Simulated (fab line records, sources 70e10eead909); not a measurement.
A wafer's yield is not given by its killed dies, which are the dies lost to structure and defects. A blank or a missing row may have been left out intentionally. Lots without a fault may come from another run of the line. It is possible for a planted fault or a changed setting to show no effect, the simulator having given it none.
A lot that was struck, set against a sound lot	flow nandHarc	21 out of 1159 route steps
Sound: these wafers, L124.1, L124.5, L124.6. The struck wafers were L117.2, L117.4, L117.5. Last of all comes the cause.
Each step with rows lists, per side, the tool, then ch with its chambers, then its first start. Under that, the readings that differ: sound wafers	struck wafers	difference of the means	sigmas: that difference in standard deviations of wafers without a fault.
alike: readings whose means differ by less than 2 such deviations, and words and numbers that are the same on both sides. not compared: withheld readings, readings that some wafer has no value for, bounds like >300 that may hide the same value, and numbers for which the record gives no deviation and whose values overlap.
A row with sigmas, a row that says differs or no value, or rows on one side alone: a step with any of these is where the two part. When numbers do not overlap yet have no deviation, they are printed without sigmas and do not part them. A reading that every wafer of one side lacks parts them only if that side has two wafers or more.

first, 10 steps without rows for these wafers: NHARC_P_M0_PRE_CLEAN_31 (time 12 s); NHARC_P_M0_DEP_32 (deposits SiCN, target thk 30 nm); NHARC_P_M1_DEP_00 (deposits SiOC, target thk 182.5 nm); NHARC_P_M1_DEHYDRATE_01 (time 120 s); NHARC_P_M1_HMDS_02 (time 30 s); NHARC_P_M1_COAT_34 (time 65 s); NHARC_P_M1_COAT_03 (resist thk 90 nm); NHARC_P_M1_SOFTBAKE_04 (time 55 s); NHARC_P_M1_EBR_05; NHARC_P_M1_EXPOSE_06 (exposes mask P M1, target cd 130 nm).
NHARC_P_M1_PEB_07: peb time 65 s.
  sound on lithoTrack-04 ch 0, day 10 21:09; struck on lithoTrack-06 ch 0, day 9 02:05
reading	sound	struck	difference	sigmas
heaterPowerTotalW (W)	157.0 156.4 157.1	131.8 131.1 131.0	-25.5	-59
plateTempC (C)	100.27 100.30 100.10	87.87 88.07 88.12	-12.20	-94
  alike: resistLineTempC
then, 1 step without rows for these wafers: NHARC_P_M1_DEVELOP_08 (develop time 35 s).
NHARC_P_M1_CD_MEAS_09: target cd 130 nm.
  sound on cdSem-02 ch 0, day 10 21:14; struck on cdSem-03 ch 0, day 9 02:10
reading	sound	struck	difference	sigmas
cdNm (nm)	128.6 128.9 129.0	71.2 70.6 71.1	-57.9	-88
NHARC_P_M1_DESCUM_14: chemistry O2, time 3 s.
  sound on rieDiel-09 ch 1,3, day 10 21:25; struck on rieDiel-09 ch 0,1,2, day 9 02:21
reading	sound	struck	difference	sigmas
model.P_M1.cdNm (nm)	129.1 128.8 128.9	71.5 70.53 70.14	-58.2	
  alike: chamberPressureMTorr, drypumpMotorCurrentA, oesProductAu, rfVppV, showerheadPlenumPTorr, throttleValvePct
  not compared: rfHoursCounterH
then, 2 steps without rows for these wafers: NHARC_P_M1_ETCH_35 (etches the open film in N2/H2, target depth 40 nm, overetch 12 nm, time 43.94 s); NHARC_P_M1_ETCH_15 (etches the open film in C4F8/Ar, target depth 182.5 nm, time 91.2 s).
NHARC_P_M1_CD_MEAS_16:
  sound on cdSem-03, day 10 21:46; struck on cdSem-01, day 9 02:40
reading	sound	struck	difference	sigmas
cdNm (nm)	128.8 128.2 128.9	71.6 70.9 70.1	-57.8	-62
then, 1 step without rows for these wafers: NHARC_P_M1_STRIP_18 (strips in N2/H2).
NHARC_P_M1_ETCH_28: etches the open film in CF4/N2, target depth 30 nm, time 72.99 s.
  sound on rieDiel-09 ch 1,2,3; struck on rieDiel-02 ch 1,3
reading	sound	struck	difference	sigmas
model.P_M1.cdNm (nm)	129.3 128.5 128.2	70.2 69.14 70.86	-58.6	
  alike: chamberPressureMTorr, drypumpMotorCurrentA, oesProductAu, rfVppV, showerheadPlenumPTorr, throttleValvePct
  not compared: rfHoursCounterH
then, 1 step without rows for these wafers: NHARC_P_M1_STRIP_19 (strips in post etch residue remover, time 600 s).
-- jump in the record: it breaks off in module P_M1 and resumes in module END (first step shown: number 1159 of the route), and 13 days separate the struck wafers' starts before and after --
NHARC_END_SORT_01:
  only the struck wafers appear in the record here, on prober-01 ch 0 at day 22 14:19; the sound ones have no rows

WHERE THEY PART
First at NHARC_P_M1_PEB_07; last, within this record, at NHARC_END_SORT_01.

WHY: whatever the simulator had introduced
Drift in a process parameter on lithoTrack-06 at NHARC_P_M1_PEB_07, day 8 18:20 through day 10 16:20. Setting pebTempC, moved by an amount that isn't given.
